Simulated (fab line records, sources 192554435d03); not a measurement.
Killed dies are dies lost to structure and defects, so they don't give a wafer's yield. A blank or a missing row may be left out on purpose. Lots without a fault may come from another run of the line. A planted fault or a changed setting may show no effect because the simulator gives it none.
Which tool did it? | flow n5_finfet | 11 lots, 33 wafers sampled, at 2 steps of a route of 1938

WHAT THE GAUGES READ, wafer by wafer
N5_PASSIVATION_OVL_MEAS_60.
lot  | measured     | on         | TV_OVL (nm)
L882 | day 13 19:36 | overlay-02 | 7 6 4
L881 | day 14 18:20 | overlay-01 | 6 8 6
L883 | day 15 01:16 | overlay-02 | -6 -3 6
L884 | day 15 10:11 | overlay-01 | -7 0 -6
L890 | day 16 07:08 | overlay-02 | -8 5 -4
L888 | day 16 23:16 | overlay-01 | 0 2 2
L892 | day 17 19:46 | overlay-01 | 7 5 4
L887 | day 17 19:12 | overlay-02 | 5 -3 -1
L894 | day 17 23:31 | overlay-01 | -5 -5 -8
L897 | day 18 14:29 | overlay-01 | 4 4 -1
L901 | day 19 13:43 | overlay-01 | 5 -13 1

WHICH TOOL RAN EACH LOT (tool, then ch and the chambers of the sampled wafers, then the start)
lot  | N5_BEOL_M4_CVD_47
L882 | cvd_co-02 ch 0,2, day 9 12:57
L881 | cvd_co-01 ch 0,1, day 10 14:25
L883 | cvd_co-02 ch 0,2, day 10 17:32
L884 | cvd_co-02 ch 1,2, day 11 00:44
L890 | cvd_co-01 ch 0,2, day 11 15:09
L888 | cvd_co-02 ch 0,1,2, day 12 08:38
L892 | cvd_co-01 ch 0,1,2, day 12 20:02
L887 | cvd_co-02 ch 0,2, day 13 00:07
L894 | cvd_co-02 ch 1,2, day 13 15:38
L897 | cvd_co-02 ch 1,2, day 14 05:43
L901 | cvd_co-01 ch 0,2, day 15 08:23
- N5_BEOL_M4_CVD_47: deposits Co from CCTBA/H2, target thk 3 nm, time 223.8 s.

WHAT THE TOOLS THEMSELVES READ (means of the sampled wafers that have a number; where no wafer has one, the mark that the record gives instead)
The record holds no such reading with a usual standard deviation.

THE ANSWER, worked out from the rows above alone
Rule: what is usual is taken from the lots themselves. Put in order of their means at a reading, lots are off if they are a third of the lots or fewer, leave a main group of 4 or more, and stand apart from it by a gap of 3 or more times the standard deviation of the main group's means; of several such gaps the widest counts. A main group whose means are all the same, to the digits that the tables above print for the reading, isn't used. A lot without any number at a reading at which 4 lots or more have one is off too. The other lots that the step has rows for count as sound. The gauges are gone through in route order, then the tools' own readings, and for those a lot's mean is taken as printed above. The first step at which some lot is off is used, and at that step the reading that is off furthest; a lot without a number counts as furthest.
No lot is off at any reading shown: from this, nothing can be told.

WHAT THE SIMULATOR HAD PUT IN
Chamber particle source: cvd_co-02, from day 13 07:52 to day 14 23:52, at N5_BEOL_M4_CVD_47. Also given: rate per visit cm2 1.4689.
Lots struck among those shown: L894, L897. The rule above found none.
